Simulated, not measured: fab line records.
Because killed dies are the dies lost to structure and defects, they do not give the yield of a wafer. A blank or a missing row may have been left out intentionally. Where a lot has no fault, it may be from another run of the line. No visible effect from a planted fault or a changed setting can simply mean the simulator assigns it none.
Which tool is to blame? | flow nandHarc | 12 lots with 36 wafers sampled at 6 steps, on a route of 1159 steps

== WHAT EACH GAUGE READ, for each wafer ==
NHARC_A_ONON_D1_THK_MEAS_02: measures by ellipsometry. Usual: thkNm reads 1002 nm (standard deviation 9).
lot  | measured     | on           | thkNm (nm)                    | flag
L299 | day 7 12:02  | filmMetro-01 | 999 1001 1002                 | 
L300 | day 8 02:36  | filmMetro-02 | 991 990 992                   | 
L301 | day 8 02:36  | filmMetro-01 | 1026 1028 1025                | 
L302 | day 8 07:17  | filmMetro-02 | 988 987 985                   | 
L304 | day 8 07:16  | filmMetro-01 | 994 993 994                   | 
L309 | day 10 05:54 | filmMetro-02 | 1292 1296 1295 1294 1294 1293 | OFF
L312 | day 10 22:23 | filmMetro-02 | 1293 1290 1293 1292 1293 1291 | OFF
L314 | day 11 18:43 | filmMetro-01 | 1003 1002 1001                | 
L318 | day 12 06:01 | filmMetro-01 | 1004 1003 1004                | 
L319 | day 12 16:34 | filmMetro-02 | 1000 1000 999                 | 
L320 | day 12 16:32 | filmMetro-01 | 1006 1005 1007                | 
L322 | day 12 23:25 | filmMetro-02 | 1001 999 1000                 | 

NHARC_A_ONON_D1_THK_MEAS_27: measures by ellipsometry. Usual: thkNm reads 1002 nm (standard deviation 9.9).
lot  | measured     | on           | thkNm (nm)     | flag
L299 | day 8 00:07  | filmMetro-02 | 1001 998 999   | 
L300 | day 8 16:23  | filmMetro-02 | 1019 1022 1020 | 
L301 | day 8 16:16  | filmMetro-02 | 1014 1013 1013 | 
L302 | day 8 16:15  | filmMetro-01 | 1004 1003 1007 | 
L304 | day 8 16:38  | filmMetro-02 | 993 991 993    | 
L309 | day 10 18:48 | filmMetro-01 | 985 984 985    | 
L312 | day 11 21:58 | filmMetro-01 | 997 998 998    | 
L314 | day 12 05:47 | filmMetro-02 | 1007 1008 1006 | 
L318 | day 12 17:50 | filmMetro-01 | 1001 1001 1001 | 
L319 | day 13 03:46 | filmMetro-01 | 981 981 980    | 
L320 | day 13 03:43 | filmMetro-02 | 1005 1006 1005 | 
L322 | day 13 10:31 | filmMetro-02 | 994 994 995    | 

NHARC_END_SORT_01. Usual: killedAtArray 27, standard deviation 11; killedAtOther 0.8, standard deviation 1.1; killedAtPeriphery 2.8, standard deviation 1.9; killedDies 30, standard deviation 11; killedOpen 3.3, standard deviation 1.8; killedShort 2.3, standard deviation 1.5.
lot  | measured     | on        | killedAtArray | killedAtOther | killedAtPeriphery | killedDies | killedOpen | killedShort | flag
L299 | day 19 15:28 | prober-01 | 17 18 25      | 2 0 0         | 4 5 6             | 23 23 31   | 2 5 3      | 0 3 1       | 
L309 | day 21 23:28 | prober-02 | 21 16 25      | 0 0 0         | 6 7 7             | 27 23 32   | 2 4 4      | 2 2 2       | 
L312 | day 22 13:26 | prober-01 | 50 31 32      | 1 2 2         | 2 5 2             | 53 38 36   | 5 5 4      | 1 4 4       | 
L314 | day 23 17:17 | prober-01 | 30            | 0             | 4                 | 34         | 3          | 2           | 
L318 | day 24 03:40 | prober-02 | 38 24 41      | 0 0 0         | 2 4 0             | 40 28 41   | 4 2 3      | 5 1 2       | 

== WHICH TOOL RAN EACH LOT (tool, then ch and the chambers of the sampled wafers, then the start) ==
lot  | NHARC_P_BONDPAD_CMP_19        | NHARC_A_ZERO_WELL_ETCH_19         | NHARC_A_ONON_D1_DEP_00
L299 | cmp-01 ch 2,3, day 6 11:13    | rieDiel-06 ch 1,2,3, day 6 13:17  | pecvdOnon-02 ch 0, day 7 11:42
L300 | cmp-04 ch 1,2,3, day 7 02:11  | rieDiel-12 ch 0,1,3, day 7 04:13  | pecvdOnon-03 ch 0, day 8 02:16
L301 | cmp-04 ch 1,2,3, day 7 05:17  | rieDiel-12 ch 1,2,3, day 7 07:13  | pecvdOnon-02 ch 0, day 8 02:05
L302 | cmp-02 ch 1,2, day 7 06:05    | rieDiel-12 ch 0,2,3, day 7 08:03  | pecvdOnon-03 ch 0, day 8 06:46
L304 | cmp-02 ch 0,2,3, day 7 08:43  | rieDiel-12 ch 1,2, day 7 10:44    | pecvdOnon-02 ch 0, day 8 06:49
L309 | cmp-01 ch 0,1,2, day 9 05:27  | rieDiel-02 ch 0,2,3, day 9 07:32  | pecvdOnon-03 ch 0, day 10 05:23
L312 | cmp-04 ch 0,1, day 9 21:19    | rieDiel-06 ch 1,2, day 9 23:26    | pecvdOnon-03 ch 0, day 10 21:53
L314 | cmp-01 ch 1,2,3, day 10 12:52 | rieDiel-06 ch 1,2,3, day 10 14:49 | pecvdOnon-02 ch 0, day 11 18:13
L318 | cmp-02 ch 1,3, day 11 03:21   | rieDiel-12 ch 0,2, day 11 05:20   | pecvdOnon-04 ch 0, day 12 05:29
L319 | cmp-01 ch 1,2,3, day 11 15:16 | rieDiel-12 ch 0,2,3, day 11 17:24 | pecvdOnon-02 ch 0, day 12 16:04
L320 | cmp-01 ch 0,2,3, day 11 16:31 | rieDiel-02 ch 0,1,3, day 11 18:38 | pecvdOnon-04 ch 0, day 12 16:01
L322 | cmp-04 ch 0,1,3, day 11 22:57 | rieDiel-02 ch 0,2, day 12 01:04   | pecvdOnon-04 ch 0, day 12 22:58
- NHARC_P_BONDPAD_CMP_19: polishes, t overpolish 30 s, cu recess touch 16 s, target thk 160.81 nm.
- NHARC_A_ZERO_WELL_ETCH_19: etches the open film in N2/H2, target depth 80 nm, overetch 24 nm, time 87.88 s.
- NHARC_A_ONON_D1_DEP_00: target thk 1000 nm.

== AS READ BY THE TOOLS THEMSELVES (means over the sampled wafers that have a number; for cases with no such wafer, the mark the record gives instead) ==
NHARC_P_BONDPAD_CMP_19. Usual: edgeZonePressureFrac 1.000, standard deviation 0.005; motorCurrentA 12.3 A, standard deviation 1.1; overpolishRunS 30.000 s, standard deviation 0.011; slurryFilterDpKPa 13.50 kPa, standard deviation 0.14.
lot  | tool   | edgeZonePressureFrac | motorCurrentA (A) | overpolishRunS (s) | slurryFilterDpKPa (kPa) | flag
L299 | cmp-01 | 1.001                | 13.9              | 30.005             | 13.48                   | 
L300 | cmp-04 | 1.001                | 11.4              | 30.001             | 13.56                   | 
L301 | cmp-04 | 1.000                | 11.6              | 30.003             | 13.60                   | 
L302 | cmp-02 | 1.005                | 12.7              | 29.996             | 13.34                   | 
L304 | cmp-02 | 0.995                | 12.4              | 30.002             | 13.39                   | 
L309 | cmp-01 | 1.001                | 11.7              | 30.000             | 13.41                   | 
L312 | cmp-04 | 0.996                | 12.0              | 29.999             | 13.56                   | 
L314 | cmp-01 | 1.002                | 12.6              | 30.000             | 13.42                   | 
L318 | cmp-02 | 1.004                | 12.5              | 30.001             | 13.47                   | 
L319 | cmp-01 | 1.004                | 12.5              | 30.000             | 13.55                   | 
L320 | cmp-01 | 0.996                | 13.0              | 29.996             | 13.77                   | 
L322 | cmp-04 | 1.000                | 11.7              | 30.008             | 13.47                   | 

NHARC_A_ZERO_WELL_ETCH_19. Usual: drypumpMotorCurrentA 5.9 A, standard deviation 0.55; oesProductAu 1.001 a.u., standard deviation 0.0082; rfVppV 431.3 V, standard deviation 3; showerheadPlenumPTorr 2.07 Torr, standard deviation 0.11; throttleValvePct 14.169 %, standard deviation 0.01.
lot  | tool       | drypumpMotorCurrentA (A) | oesProductAu (a.u.) | rfVppV (V) | showerheadPlenumPTorr (Torr) | throttleValvePct (%) | flag
L299 | rieDiel-06 | 5.7                      | 1.002               | 430.0      | 2.01                         | 14.178               | 
L300 | rieDiel-12 | 6.2                      | 0.997               | 432.3      | 2.11                         | 14.168               | 
L301 | rieDiel-12 | 5.6                      | 0.995               | 432.6      | 2.11                         | 14.166               | 
L302 | rieDiel-12 | 5.7                      | 0.993               | 432.1      | 2.10                         | 14.171               | 
L304 | rieDiel-12 | 5.5                      | 0.989               | 433.3      | 2.17                         | 14.166               | 
L309 | rieDiel-02 | 5.9                      | 1.000               | 429.6      | 1.99                         | 14.169               | 
L312 | rieDiel-06 | 5.6                      | 1.004               | 429.5      | 2.01                         | 14.165               | 
L314 | rieDiel-06 | 5.7                      | 1.004               | 429.9      | 2.01                         | 14.168               | 
L318 | rieDiel-12 | 6.1                      | 1.009               | 433.3      | 2.17                         | 14.174               | 
L319 | rieDiel-12 | 5.7                      | 1.002               | 432.4      | 2.10                         | 14.182               | 
L320 | rieDiel-02 | 5.9                      | 1.004               | 430.7      | 2.06                         | 14.159               | 
L322 | rieDiel-02 | 5.9                      | 1.002               | 427.5      | 1.94                         | 14.173               | 

NHARC_A_ONON_D1_DEP_00. Usual: sih4FlowSccm reads 210.0 sccm (standard deviation 0.59).
lot  | tool         | sih4FlowSccm (sccm) | flag
L299 | pecvdOnon-02 | 210.4               | 
L300 | pecvdOnon-03 | 209.4               | 
L301 | pecvdOnon-02 | 209.5               | 
L302 | pecvdOnon-03 | 210.6               | 
L304 | pecvdOnon-02 | 209.8               | 
L309 | pecvdOnon-03 | 209.8               | 
L312 | pecvdOnon-03 | 210.1               | 
L314 | pecvdOnon-02 | 210.5               | 
L318 | pecvdOnon-04 | 210.0               | 
L319 | pecvdOnon-02 | 209.8               | 
L320 | pecvdOnon-04 | 209.7               | 
L322 | pecvdOnon-04 | 210.2               | 

== THE ANSWER, worked out from the rows above alone ==
Rule: a lot counts as off when the mean over its wafers that have a number is more than 3 standard deviations away from the usual mean. A lot without any number at a reading at which 4 lots or more have one is off too. The other lots that the step has rows for count as sound. After the gauges, taken in route order, come the tools' own readings; for these a lot's mean is taken, as printed above. At the first step where some lot is off, the reading lying furthest off is the one used; lots without a number count as furthest.
Off: L309, L312, at NHARC_A_ONON_D1_THK_MEAS_02 (thkNm).
A tool fits if, at a process step before that reading, it ran every lot that is off, and no sound lot after the first of them. The gauges at NHARC_A_ONON_D1_THK_MEAS_02 are tried like those tools. One candidate fits, namely pecvdOnon-03 at NHARC_A_ONON_D1_DEP_00. A fault onset in the window from L302 (day 8 06:46, its last sound lot) to L309 (day 10 05:23, its first lot off) fits.

== WHAT THE SIMULATOR HAD INSERTED ==
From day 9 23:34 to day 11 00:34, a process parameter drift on pecvdOnon-03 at NHARC_A_ONON_D1_DEP_00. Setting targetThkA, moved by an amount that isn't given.
Struck lots among those shown: L309, L312. The rule above reached the same finding.
